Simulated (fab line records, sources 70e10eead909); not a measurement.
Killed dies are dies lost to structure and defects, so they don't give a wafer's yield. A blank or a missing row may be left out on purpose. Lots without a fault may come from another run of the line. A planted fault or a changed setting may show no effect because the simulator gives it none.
Chamber matching | flow nand_harc | NHARC_A_WL_FILL_ALD_02 on ald_metal-04: 4 sister chambers
The step deposits TiN, target thk 2 nm, pulse time 3 s, ald cycles 100. 8 wafers are shown with their chamber, then 7 later ones without.

WAFERS WITH THEIR CHAMBER
wafer  | chamber | heater_power_w (W) | precursor_pulse_height_rel
L615.2 | 3       | 1025               | 0.979
L615.4 | 2       | 1072               | 0.991
L615.6 | 3       | 976                | 1.023
L620.2 | 0       | 1266               | 1.027
L620.3 | 1       | 1263               | 1.000
L620.6 | 1       | 1258               | 1.030
L622.1 | 2       | 1106               | 0.990
L622.3 | 0       | 1218               | 1.006

WAFERS WITHOUT THEIR CHAMBER
wafer  | heater_power_w (W) | precursor_pulse_height_rel
L622.4 | 1012               | 0.992
L623.1 | 1283               | 1.023
L623.3 | 1020               | 0.994
L623.6 | 1270               | 1.008
L624.2 | 1240               | 1.005
L624.4 | 997                | 0.997
L624.5 | 1209               | 1.016

WHICH CHAMBER EACH WENT THROUGH
wafer  | from the rows above     | in truth
L622.4 | 3                       | 3
L623.1 | can't be placed: 1 or 0 | 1
L623.3 | can't be placed: 3 or 2 | 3
L623.6 | can't be placed: 1 or 0 | 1
L624.2 | can't be placed: 0 or 1 | 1
L624.4 | 3                       | 3
L624.5 | can't be placed: 0 or 1 | 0
Placed correctly: 2 of 7. Can't be placed from these rows: 5 (the true chamber is among the candidates in 5). Placed wrongly: 0.
How it was worked out, from the rows above alone: a wafer's distance from a chamber is the root of the sum, over the readings, of the square of ((its reading less the chamber's mean) divided by the reading's scatter). The wafer belongs to the nearest chamber; if the next one is less than 2 further off, it can't be placed. A chamber's mean is the mean of its shown wafers. The scatter: the root of (the sum of the squares of (reading less its chamber's mean) over the shown wafers, divided by (wafers less chambers)).
